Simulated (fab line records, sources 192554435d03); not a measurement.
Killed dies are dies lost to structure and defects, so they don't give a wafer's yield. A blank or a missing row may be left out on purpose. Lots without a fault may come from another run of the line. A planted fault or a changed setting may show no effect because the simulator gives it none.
Chamber matching | flow n5_finfet | N5_PMOS_HMC_CHANNEL_EPI_ETCH_32 on rie_diel-01: 4 sister chambers
The step etches BARC in N2/H2, stops on SiO2, target depth 85.8 nm, time 50.3 s. 14 wafers are shown with their chamber, then 7 later ones without.

WAFERS WITH THEIR CHAMBER
wafer  | chamber | showerhead_plenum_p_Torr (Torr) | drypump_motor_current_A (A) | throttle_valve_pct (%)
L225.1 | 1       | 2.67                            | 6.3                         | 17.31
L225.4 | 3       | 2.65                            | 5.7                         | 17.81
L225.6 | 3       | 2.65                            | 5.7                         | 17.83
L226.3 | 2       | 2.45                            | 6.5                         | 17.65
L226.5 | 0       | 2.71                            | 5.5                         | 17.83
L226.6 | 1       | 2.66                            | 6.3                         | 17.29
L228.3 | 2       | 2.45                            | 6.4                         | 17.66
L228.4 | 0       | 2.71                            | 5.5                         | 17.82
L228.6 | 1       | 2.66                            | 6.3                         | 17.31
L233.1 | 1       | 2.66                            | 6.3                         | 17.31
L233.3 | 3       | 2.64                            | 5.7                         | 17.85
L233.4 | 2       | 2.45                            | 6.4                         | 17.66
L234.1 | 2       | 2.45                            | 6.4                         | 17.66
L234.4 | 3       | 2.64                            | 5.7                         | 17.85

SIGNATURES (means of the wafers above)
reading                  | chamber 0 | chamber 1 | chamber 2 | chamber 3 | scatter within a chamber
showerhead_plenum_p_Torr | 2.7100    | 2.6625    | 2.4500    | 2.6450    | 0.00418
drypump_motor_current_A  | 5.500     | 6.300     | 6.425     | 5.700     | 0.0274
throttle_valve_pct       | 17.8250   | 17.3050   | 17.6575   | 17.8350   | 0.0123
Rule: a wafer's distance from a chamber is the root of the sum, over the readings, of the square of ((its reading less the chamber's mean) divided by the reading's scatter). The wafer belongs to the nearest chamber; if the next one is less than 2 further off, it can't be placed. The scatter: the root of (the sum of the squares of (reading less its chamber's mean) over the shown wafers, divided by (wafers less chambers)).

WAFERS WITHOUT THEIR CHAMBER
wafer  | showerhead_plenum_p_Torr (Torr) | drypump_motor_current_A (A) | throttle_valve_pct (%)
L234.6 | 2.70                            | 5.5                         | 17.85
L235.1 | 2.70                            | 5.4                         | 17.83
L235.3 | 2.66                            | 6.3                         | 17.32
L235.5 | 2.64                            | 5.7                         | 17.85
L237.1 | 2.64                            | 5.8                         | 17.85
L237.3 | 2.70                            | 5.5                         | 17.87
L237.4 | 2.66                            | 6.3                         | 17.35

WHICH CHAMBER EACH WENT THROUGH
wafer  | from the rows above | in truth
L234.6 | 0                   | 0
L235.1 | 0                   | 0
L235.3 | 1                   | 1
L235.5 | 3                   | 3
L237.1 | 3                   | 3
L237.3 | 0                   | 0
L237.4 | 1                   | 1
Placed correctly: 7 of 7. Can't be placed from these rows: 0. Placed wrongly: 0.
